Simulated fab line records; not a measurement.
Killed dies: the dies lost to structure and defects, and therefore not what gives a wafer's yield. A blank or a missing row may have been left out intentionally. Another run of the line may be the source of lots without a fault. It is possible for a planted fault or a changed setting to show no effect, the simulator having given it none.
Which tool was responsible? :: flow n5-finfet :: 10 lots, 30 wafers sampled, at 3 steps of a route of 1938

== WHAT THE GAUGES SHOWED, per wafer ==
N5_MIM_BOT_LITHO_OVL_MEAS_11.
lot: L421
measured: day 12 12:20
on: overlay-01
MIM_BOT_OVL (nm): -11 1 -1

lot: L422
measured: day 12 23:21
on: overlay-01
MIM_BOT_OVL (nm): 0 0 -5

lot: L423
measured: day 13 01:44
on: overlay-02
MIM_BOT_OVL (nm): -5 -4 0

lot: L425
measured: day 13 07:40
on: overlay-02
MIM_BOT_OVL (nm): 9 10 -1

lot: L426
measured: day 13 10:11
on: overlay-01
MIM_BOT_OVL (nm): -5 -3 2

lot: L428
measured: day 14 03:56
on: overlay-01
MIM_BOT_OVL (nm): 2 7 -1

lot: L429
measured: day 14 08:03
on: overlay-02
MIM_BOT_OVL (nm): -4 -1 0

lot: L432
measured: day 15 14:10
on: overlay-02
MIM_BOT_OVL (nm): -4 -3 2

lot: L439
measured: day 16 23:16
on: overlay-02
MIM_BOT_OVL (nm): 568 569 559

lot: L441
measured: day 17 23:17
on: overlay-02
MIM_BOT_OVL (nm): 561 566 556

== EACH LOT AND THE TOOL THAT RAN IT (in order: tool; ch and the chambers of the sampled wafers; start) ==
lot: L421
N5_BEOL_M15_DEP_53: pecvd-02 ch 0,1, day 12 08:38
N5_MIM_BOT_LITHO_EXPOSE_05: krf-scanner-01 ch 0, day 12 12:07

lot: L422
N5_BEOL_M15_DEP_53: pecvd-02 ch 0,1, day 12 18:09
N5_MIM_BOT_LITHO_EXPOSE_05: krf-scanner-02 ch 0, day 12 23:09

lot: L423
N5_BEOL_M15_DEP_53: pecvd-01 ch 0,1, day 12 19:08
N5_MIM_BOT_LITHO_EXPOSE_05: krf-scanner-01 ch 0, day 13 01:31

lot: L425
N5_BEOL_M15_DEP_53: pecvd-02 ch 2, day 13 02:56
N5_MIM_BOT_LITHO_EXPOSE_05: krf-scanner-02 ch 0, day 13 07:28

lot: L426
N5_BEOL_M15_DEP_53: pecvd-02 ch 0,2, day 13 03:35
N5_MIM_BOT_LITHO_EXPOSE_05: krf-scanner-02 ch 0, day 13 09:59

lot: L428
N5_BEOL_M15_DEP_53: pecvd-02 ch 0,2, day 13 19:58
N5_MIM_BOT_LITHO_EXPOSE_05: krf-scanner-02 ch 0, day 14 03:44

lot: L429
N5_BEOL_M15_DEP_53: pecvd-01 ch 1,2, day 14 03:37
N5_MIM_BOT_LITHO_EXPOSE_05: krf-scanner-01 ch 0, day 14 07:50

lot: L432
N5_BEOL_M15_DEP_53: pecvd-02 ch 0,1, day 15 09:49
N5_MIM_BOT_LITHO_EXPOSE_05: krf-scanner-02 ch 0, day 15 13:58

lot: L439
N5_BEOL_M15_DEP_53: pecvd-02 ch 0,1,2, day 16 19:38
N5_MIM_BOT_LITHO_EXPOSE_05: krf-scanner-02 ch 0, day 16 23:04

lot: L441
N5_BEOL_M15_DEP_53: pecvd-04 ch 0,2, day 17 17:19
N5_MIM_BOT_LITHO_EXPOSE_05: krf-scanner-02 ch 0, day 17 23:05
- N5_BEOL_M15_DEP_53: deposits SiCN from 3MS/NH3, target thk 50 nm, time 17.8 s.
- N5_MIM_BOT_LITHO_EXPOSE_05: exposes mask MIM BOT.

== THE ANSWER, worked out from the rows above alone ==
Rule: the lots themselves supply what counts as usual. Put in order of their means at a reading, lots are off if they are a third of the lots or fewer, leave a main group of 4 or more, and stand apart from it by a gap of 3 or more times the standard deviation of the main group's means; of several such gaps the widest counts. If all means in a main group match to the digits the tables above print for the reading, that group is not used. Also off: a lot with no number at a reading for which 4 or more lots have one. Any other lot the step has rows for is counted as sound.
Off: L439, L441, at N5_MIM_BOT_LITHO_OVL_MEAS_11 (MIM_BOT_OVL). Main group: mean -1 nm, sd 3.1.
If a tool, at a process step before that reading, ran all the lots that are off and no sound lot after the first of them, it fits. The gauges at N5_MIM_BOT_LITHO_OVL_MEAS_11 are tried like those tools. 2 tools fit, krf-scanner-02 at N5_MIM_BOT_LITHO_EXPOSE_05 and overlay-02 at N5_MIM_BOT_LITHO_OVL_MEAS_11, so this cannot tell which one it is.

== WHAT THE SIMULATOR HAD INSERTED ==
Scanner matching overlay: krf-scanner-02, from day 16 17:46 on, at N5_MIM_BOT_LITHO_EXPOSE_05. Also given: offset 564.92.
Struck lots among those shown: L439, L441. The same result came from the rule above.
